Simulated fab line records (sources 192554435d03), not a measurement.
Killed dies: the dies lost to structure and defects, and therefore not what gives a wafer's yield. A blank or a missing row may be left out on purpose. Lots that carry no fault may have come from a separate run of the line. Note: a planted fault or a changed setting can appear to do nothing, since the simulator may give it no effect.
Chamber matching    flow n5Finfet    4 sister chambers for N5_BEOL_M2_STRIP_19 on rieDiel-06
The step strips in O2. 30 wafers are shown with their chamber, then 12 later ones without.

WAFERS WITH THEIR CHAMBER
wafer   chamber  throttleValvePct (%)  drypumpMotorCurrentA (A)  showerheadPlenumPTorr (Torr)
L074.1  3        16.73                 6.2                       2.02
L074.2  0        16.49                 5.8                       2.06
L074.6  0        16.49                 5.8                       2.06
L075.1  1        16.85                 6.0                       2.10
L075.4  3        16.75                 6.2                       2.01
L075.5  0        16.49                 5.8                       2.06
L078.3  2        16.23                 5.9                       2.07
L078.5  0        16.49                 5.8                       2.06
L078.6  1        16.84                 6.0                       2.09
L077.2  0        16.52                 5.7                       2.06
L077.5  1        16.86                 6.0                       2.09
L077.6  2        16.23                 5.9                       2.07
L080.3  1        16.89                 6.0                       2.09
L080.5  2        16.27                 5.9                       2.07
L080.6  1        16.87                 6.0                       2.09
L081.1  0        16.52                 5.8                       2.05
L081.3  3        16.76                 6.2                       2.01
L081.5  0        16.56                 5.8                       2.05
L082.1  1        16.86                 6.0                       2.09
L082.4  2        16.26                 5.9                       2.07
L082.5  3        16.76                 6.1                       2.01
L084.2  2        16.27                 5.9                       2.07
L084.3  0        16.55                 5.8                       2.05
L084.6  1        16.89                 6.0                       2.09
L087.1  1        16.88                 6.0                       2.09
L087.3  0        16.54                 5.8                       2.05
L087.5  1        16.89                 6.0                       2.09
L090.3  3        16.78                 6.2                       2.00
L090.5  0        16.57                 5.8                       2.05
L090.6  3        16.79                 6.2                       2.00

SIGNATURES, as means of the wafers listed above
reading                chamber 0  chamber 1  chamber 2  chamber 3  scatter within a chamber
throttleValvePct       16.5220    16.8700    16.2520    16.7617    0.0246
drypumpMotorCurrentA   5.790      6.000      5.900      6.183      0.0258
showerheadPlenumPTorr  2.0550     2.0911     2.0700     2.0083     0.00489
Rule: a wafer lies at a distance from a chamber equal to the root of the sum of squares, over the readings, of (its reading less the chamber's mean, divided by the reading's scatter). If the next closest chamber is less than 2 further off than the closest, the wafer can't be placed; otherwise it belongs to the closest. The scatter is the square root of a quotient: the sum, over the shown wafers, of each reading's squared deviation from its chamber's mean, divided by wafers minus chambers.

WAFERS MISSING THEIR CHAMBER
wafer   throttleValvePct (%)  drypumpMotorCurrentA (A)  showerheadPlenumPTorr (Torr)
L091.2  16.91                 6.0                       2.08
L091.4  16.58                 5.8                       2.05
L091.5  16.55                 5.8                       2.05
L092.2  16.56                 5.7                       2.05
L092.3  16.80                 6.2                       2.00
L092.5  16.30                 5.9                       2.06
L097.1  16.92                 6.0                       2.08
L097.2  16.81                 6.1                       2.00
L097.3  16.33                 5.9                       2.05
L096.3  16.82                 6.2                       2.00
L096.4  16.81                 6.1                       2.00
L096.5  16.33                 5.9                       2.05

WHICH CHAMBER EACH ONE RAN IN
wafer   from the rows above  in truth
L091.2  1                    1
L091.4  0                    0
L091.5  0                    0
L092.2  0                    0
L092.3  3                    3
L092.5  2                    2
L097.1  1                    1
L097.2  3                    3
L097.3  2                    2
L096.3  3                    3
L096.4  3                    3
L096.5  2                    2
Correctly placed: 12 of 12. From these rows, 0 cannot be placed. Number placed wrongly: 0.
